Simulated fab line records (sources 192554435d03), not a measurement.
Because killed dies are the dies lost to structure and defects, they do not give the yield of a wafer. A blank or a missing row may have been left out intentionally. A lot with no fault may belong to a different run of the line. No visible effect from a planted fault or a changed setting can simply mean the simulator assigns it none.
Chamber matching / flow n5Finfet / N5_FIN_CUT_ETCH_30 on rieDiel-03 has 4 sister chambers
The step etches underlayer in N2/H2, target depth 13 nm, time 10.4 s. 4 wafers are shown with their chamber, then 8 later ones without.

## WAFERS WITH THEIR CHAMBER
wafer=L088.1; chamber=3; showerheadPlenumPTorr (Torr)=2.41
wafer=L088.5; chamber=2; showerheadPlenumPTorr (Torr)=2.49
wafer=L088.6; chamber=1; showerheadPlenumPTorr (Torr)=2.72
wafer=L092.1; chamber=0; showerheadPlenumPTorr (Torr)=2.64

## WAFERS WITH NO CHAMBER GIVEN
wafer=L092.2; showerheadPlenumPTorr (Torr)=2.72
wafer=L092.4; showerheadPlenumPTorr (Torr)=2.41
wafer=L093.2; showerheadPlenumPTorr (Torr)=2.64
wafer=L093.3; showerheadPlenumPTorr (Torr)=2.72
wafer=L093.4; showerheadPlenumPTorr (Torr)=2.41
wafer=L095.2; showerheadPlenumPTorr (Torr)=2.48
wafer=L095.5; showerheadPlenumPTorr (Torr)=2.63
wafer=L095.6; showerheadPlenumPTorr (Torr)=2.40

## THE CHAMBER EACH PASSED THROUGH
wafer=L092.2; from the rows above=1; in truth=1
wafer=L092.4; from the rows above=3; in truth=3
wafer=L093.2; from the rows above=0; in truth=0
wafer=L093.3; from the rows above=1; in truth=1
wafer=L093.4; from the rows above=3; in truth=3
wafer=L095.2; from the rows above=2; in truth=2
wafer=L095.5; from the rows above=0; in truth=0
wafer=L095.6; from the rows above=3; in truth=3
Placed correctly: 8 of 8. Can't be placed from these rows: 0. Number placed wrongly: 0.
How it was worked out, from the rows above alone: a wafer's distance from a chamber is the root of the sum, over the readings, of the square of ((its reading less the chamber's mean) divided by the reading's scatter). The wafer belongs to the nearest chamber; if the next one is less than 2 further off, it can't be placed. For every chamber, the mean is computed from those of its wafers that are shown. The scatter (one wafer shown for each chamber): square how far every hidden wafer sits from the nearest shown wafer, average those squares and take the square root.
